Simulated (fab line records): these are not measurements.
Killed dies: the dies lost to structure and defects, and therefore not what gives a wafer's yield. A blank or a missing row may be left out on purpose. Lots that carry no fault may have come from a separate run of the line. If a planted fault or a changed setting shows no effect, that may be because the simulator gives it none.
Split-lot trial / flow n5Finfet / route with 1938 steps; 7 lots, 39 wafers read

== THE SPLIT ITSELF ==
At N5_MOL_CONTACT_COAG_DESCUM_45 (chemistry O2, time 7 s), the setting timeS was moved away from the recipe's 7 s on 15 of the 39 wafers read, by -19.3% to +59.6%. The other wafers ran this setting at the recipe's value.

Split to reading: the file shows no intervening step.

== THE READING ==
CAR-EUV_of_MOL_CONTACT_COAG_COAT_34.thkNm (the simulator's own value, which no gauge read), in nm, at N5_MOL_CONTACT_COAG_ETCH_65 (etches underlayer in N2/H2, target depth 13 nm, time 10.4 s). There is no usual value for it anywhere in the file. Across the 24 wafers here that went through the recipe, the average is 24.7 nm and the standard deviation 0.18 nm.

wafer=L074.1; tool, chamber at the split=rieDiel-05, 2; timeS as run, s=7; against the recipe=recipe; CAR-EUV_of_MOL_CONTACT_COAG_COAT_34.thkNm, nm=24.4; against lot-mates on the recipe=-
wafer=L074.2; tool, chamber at the split=rieDiel-05, 3,0,1; timeS as run, s=5.825; against the recipe=-16.8%; CAR-EUV_of_MOL_CONTACT_COAG_COAT_34.thkNm, nm=25.4; against lot-mates on the recipe=+0.7
wafer=L074.3; tool, chamber at the split=rieDiel-05, 1,0; timeS as run, s=7; against the recipe=recipe; CAR-EUV_of_MOL_CONTACT_COAG_COAT_34.thkNm, nm=24.8; against lot-mates on the recipe=-
wafer=L074.5; tool, chamber at the split=rieDiel-05, 1,0; timeS as run, s=7; against the recipe=recipe; CAR-EUV_of_MOL_CONTACT_COAG_COAT_34.thkNm, nm=24.8; against lot-mates on the recipe=-
wafer=L074.4; tool, chamber at the split=rieDiel-05, 3,0,1; timeS as run, s=5.825; against the recipe=-16.8%; CAR-EUV_of_MOL_CONTACT_COAG_COAT_34.thkNm, nm=25.2; against lot-mates on the recipe=+0.5
wafer=L074.6; tool, chamber at the split=rieDiel-05, 3,0,1; timeS as run, s=5.825; against the recipe=-16.8%; CAR-EUV_of_MOL_CONTACT_COAG_COAT_34.thkNm, nm=25.2; against lot-mates on the recipe=+0.5
wafer=L075.1; tool, chamber at the split=rieDiel-05, 0; timeS as run, s=7; against the recipe=recipe; CAR-EUV_of_MOL_CONTACT_COAG_COAT_34.thkNm, nm=24.4; against lot-mates on the recipe=-
wafer=L075.2; tool, chamber at the split=rieDiel-05, 3; timeS as run, s=7; against the recipe=recipe; CAR-EUV_of_MOL_CONTACT_COAG_COAT_34.thkNm, nm=24.8; against lot-mates on the recipe=-
wafer=L075.3; tool, chamber at the split=rieDiel-05, 2,1,0,1; timeS as run, s=7; against the recipe=recipe; CAR-EUV_of_MOL_CONTACT_COAG_COAT_34.thkNm, nm=24.6; against lot-mates on the recipe=-
wafer=L075.4; tool, chamber at the split=rieDiel-05, 2,1,0,1; timeS as run, s=7; against the recipe=recipe; CAR-EUV_of_MOL_CONTACT_COAG_COAT_34.thkNm, nm=24.6; against lot-mates on the recipe=-
wafer=L075.5; tool, chamber at the split=rieDiel-05, 2,1,0,1; timeS as run, s=7; against the recipe=recipe; CAR-EUV_of_MOL_CONTACT_COAG_COAT_34.thkNm, nm=24.6; against lot-mates on the recipe=-
wafer=L075.6; tool, chamber at the split=rieDiel-05, 2,1,0,1; timeS as run, s=7; against the recipe=recipe; CAR-EUV_of_MOL_CONTACT_COAG_COAT_34.thkNm, nm=24.6; against lot-mates on the recipe=-
wafer=L081.3; tool, chamber at the split=rieDiel-02, 0; timeS as run, s=7; against the recipe=recipe; CAR-EUV_of_MOL_CONTACT_COAG_COAT_34.thkNm, nm=24.6; against lot-mates on the recipe=-
wafer=L081.4; tool, chamber at the split=rieDiel-02, 3; timeS as run, s=7; against the recipe=recipe; CAR-EUV_of_MOL_CONTACT_COAG_COAT_34.thkNm, nm=24.4; against lot-mates on the recipe=-
wafer=L081.5; tool, chamber at the split=rieDiel-02, 0; timeS as run, s=7; against the recipe=recipe; CAR-EUV_of_MOL_CONTACT_COAG_COAT_34.thkNm, nm=24.8; against lot-mates on the recipe=-
wafer=L080.1; tool, chamber at the split=rieDiel-02, 3; timeS as run, s=7; against the recipe=recipe; CAR-EUV_of_MOL_CONTACT_COAG_COAT_34.thkNm, nm=24.4; against lot-mates on the recipe=-
wafer=L080.2; tool, chamber at the split=rieDiel-02, 2,0,2; timeS as run, s=5.649; against the recipe=-19.3%; CAR-EUV_of_MOL_CONTACT_COAG_COAT_34.thkNm, nm=25.4; against lot-mates on the recipe=+0.9
wafer=L080.3; tool, chamber at the split=rieDiel-02, 2,0,2; timeS as run, s=5.649; against the recipe=-19.3%; CAR-EUV_of_MOL_CONTACT_COAG_COAT_34.thkNm, nm=25.4; against lot-mates on the recipe=+0.9
wafer=L080.4; tool, chamber at the split=rieDiel-02, 2,0,2; timeS as run, s=5.649; against the recipe=-19.3%; CAR-EUV_of_MOL_CONTACT_COAG_COAT_34.thkNm, nm=25.4; against lot-mates on the recipe=+0.9
wafer=L080.5; tool, chamber at the split=rieDiel-02, 3,0; timeS as run, s=7; against the recipe=recipe; CAR-EUV_of_MOL_CONTACT_COAG_COAT_34.thkNm, nm=24.6; against lot-mates on the recipe=-
wafer=L080.6; tool, chamber at the split=rieDiel-02, 3,0; timeS as run, s=7; against the recipe=recipe; CAR-EUV_of_MOL_CONTACT_COAG_COAT_34.thkNm, nm=24.6; against lot-mates on the recipe=-
wafer=L082.1; tool, chamber at the split=rieDiel-02, 3,2,0; timeS as run, s=11.17; against the recipe=+59.6%; CAR-EUV_of_MOL_CONTACT_COAG_COAT_34.thkNm, nm=22.4; against lot-mates on the recipe=-2.2
wafer=L082.5; tool, chamber at the split=rieDiel-02, 3,2,0; timeS as run, s=11.17; against the recipe=+59.6%; CAR-EUV_of_MOL_CONTACT_COAG_COAT_34.thkNm, nm=22.4; against lot-mates on the recipe=-2.2
wafer=L082.2; tool, chamber at the split=rieDiel-02, 0,3; timeS as run, s=7; against the recipe=recipe; CAR-EUV_of_MOL_CONTACT_COAG_COAT_34.thkNm, nm=24.6; against lot-mates on the recipe=-
wafer=L082.3; tool, chamber at the split=rieDiel-02, 2; timeS as run, s=7; against the recipe=recipe; CAR-EUV_of_MOL_CONTACT_COAG_COAT_34.thkNm, nm=24.8; against lot-mates on the recipe=-
wafer=L082.4; tool, chamber at the split=rieDiel-02, 3,2,0; timeS as run, s=11.17; against the recipe=+59.6%; CAR-EUV_of_MOL_CONTACT_COAG_COAT_34.thkNm, nm=22.6; against lot-mates on the recipe=-2.0
wafer=L082.6; tool, chamber at the split=rieDiel-02, 0,3; timeS as run, s=7; against the recipe=recipe; CAR-EUV_of_MOL_CONTACT_COAG_COAT_34.thkNm, nm=24.4; against lot-mates on the recipe=-
wafer=L093.1; tool, chamber at the split=rieDiel-05, 3,0,1; timeS as run, s=7; against the recipe=recipe; CAR-EUV_of_MOL_CONTACT_COAG_COAT_34.thkNm, nm=25; against lot-mates on the recipe=-
wafer=L093.2; tool, chamber at the split=rieDiel-05, 1,2,0; timeS as run, s=9.889; against the recipe=+41.3%; CAR-EUV_of_MOL_CONTACT_COAG_COAT_34.thkNm, nm=23.4; against lot-mates on the recipe=-1.5
wafer=L093.4; tool, chamber at the split=rieDiel-05, 1,2,0; timeS as run, s=9.889; against the recipe=+41.3%; CAR-EUV_of_MOL_CONTACT_COAG_COAT_34.thkNm, nm=23.4; against lot-mates on the recipe=-1.5
wafer=L093.6; tool, chamber at the split=rieDiel-05, 1,2,0; timeS as run, s=9.889; against the recipe=+41.3%; CAR-EUV_of_MOL_CONTACT_COAG_COAT_34.thkNm, nm=23.4; against lot-mates on the recipe=-1.5
wafer=L093.3; tool, chamber at the split=rieDiel-05, 3,0,1; timeS as run, s=7; against the recipe=recipe; CAR-EUV_of_MOL_CONTACT_COAG_COAT_34.thkNm, nm=24.8; against lot-mates on the recipe=-
wafer=L093.5; tool, chamber at the split=rieDiel-05, 3,0,1; timeS as run, s=7; against the recipe=recipe; CAR-EUV_of_MOL_CONTACT_COAG_COAT_34.thkNm, nm=24.8; against lot-mates on the recipe=-
wafer=L095.1; tool, chamber at the split=rieDiel-02, 1; timeS as run, s=10.27; against the recipe=+46.7%; CAR-EUV_of_MOL_CONTACT_COAG_COAT_34.thkNm, nm=23.2; against lot-mates on the recipe=-1.5
wafer=L095.2; tool, chamber at the split=rieDiel-02, 0,2; timeS as run, s=10.27; against the recipe=+46.7%; CAR-EUV_of_MOL_CONTACT_COAG_COAT_34.thkNm, nm=23.2; against lot-mates on the recipe=-1.5
wafer=L095.3; tool, chamber at the split=rieDiel-02, 3; timeS as run, s=7; against the recipe=recipe; CAR-EUV_of_MOL_CONTACT_COAG_COAT_34.thkNm, nm=24.6; against lot-mates on the recipe=-
wafer=L095.6; tool, chamber at the split=rieDiel-02, 3; timeS as run, s=7; against the recipe=recipe; CAR-EUV_of_MOL_CONTACT_COAG_COAT_34.thkNm, nm=24.6; against lot-mates on the recipe=-
wafer=L095.4; tool, chamber at the split=rieDiel-02, 0,2; timeS as run, s=10.27; against the recipe=+46.7%; CAR-EUV_of_MOL_CONTACT_COAG_COAT_34.thkNm, nm=23.4; against lot-mates on the recipe=-1.3
wafer=L095.5; tool, chamber at the split=rieDiel-02, 2; timeS as run, s=7; against the recipe=recipe; CAR-EUV_of_MOL_CONTACT_COAG_COAT_34.thkNm, nm=25; against lot-mates on the recipe=-
If several chambers appear in one row, that row covers several wafers at once and the file leaves open which wafer was in which chamber.

FIT RESULTS
A straight line over all 39 wafers: CAR-EUV_of_MOL_CONTACT_COAG_COAT_34.thkNm changes by -0.0339 nm for each +1% of timeS; r = -0.98; the points scatter about the line by 0.17 nm.
The same after taking each lot's own level away (the mean of its wafers on the recipe; 39 wafers): -0.0353 nm for each +1%; r = -0.99; scatter 0.14 nm.
According to that fit, moving timeS by its largest amount changes the reading by 2.1 nm.
The lots' own levels span 24.53 to 24.87 nm, that is 1.9 times the standard deviation above.
So the lot-to-lot level changes the slope little: the two slopes agree.
Check: -2.06 nm against its lot-mates is what the line predicts for one of the wafers moved furthest among these (+59.6%) when that wafer is left out of the fit. Against them it came out at -2.2 nm.

== ADDITIONAL SPLITS CARRIED BY THESE WAFERS ==
Other splits were also applied to these wafers ahead of the reading. Each is held against what the fit with the lots' levels taken away leaves over:
other split on the same wafers=N5_FIN_SAQP_ETCH_69 targetDepthA; wafers away from the commonest value=12; r with CAR-EUV_of_MOL_CONTACT_COAG_COAT_34.thkNm (lot level and that fit taken away)=-0.29
other split on the same wafers=N5_SD_EPI_N_EPI_21 epiGrowthTimeS; wafers away from the commonest value=6; r with CAR-EUV_of_MOL_CONTACT_COAG_COAT_34.thkNm (lot level and that fit taken away)=-0.29
other split on the same wafers=N5_HKMG_FIN_DEVELOP_11 developTimeS; wafers away from the commonest value=18; r with CAR-EUV_of_MOL_CONTACT_COAG_COAT_34.thkNm (lot level and that fit taken away)=-0.25

== THE WHOLE CHAIN: every reading that the file lists as answering this split, in the file's order ==
step=N5_MOL_CONTACT_COAG_DESCUM_45; what it does=chemistry O2, time 7 s; reading=CAR-EUV_of_MOL_CONTACT_COAG_COAT_34.thkNm (the simulator's own value, which no gauge read); change (the file's fit)=-0.0338 nm for each +1% of the setting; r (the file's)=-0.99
step=N5_MOL_CONTACT_COAG_ETCH_65; what it does=etches underlayer in N2/H2, target depth 13 nm, time 10.4 s; reading=CAR-EUV_of_MOL_CONTACT_COAG_COAT_34.thkNm (the simulator's own value, which no gauge read); change (the file's fit)=-0.035 nm for each +1% of the setting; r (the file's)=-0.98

== FILE'S OWN FIT ==
CAR-EUV_of_MOL_CONTACT_COAG_COAT_34.thkNm changes by -0.035 nm for each +1% of timeS, r = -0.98.
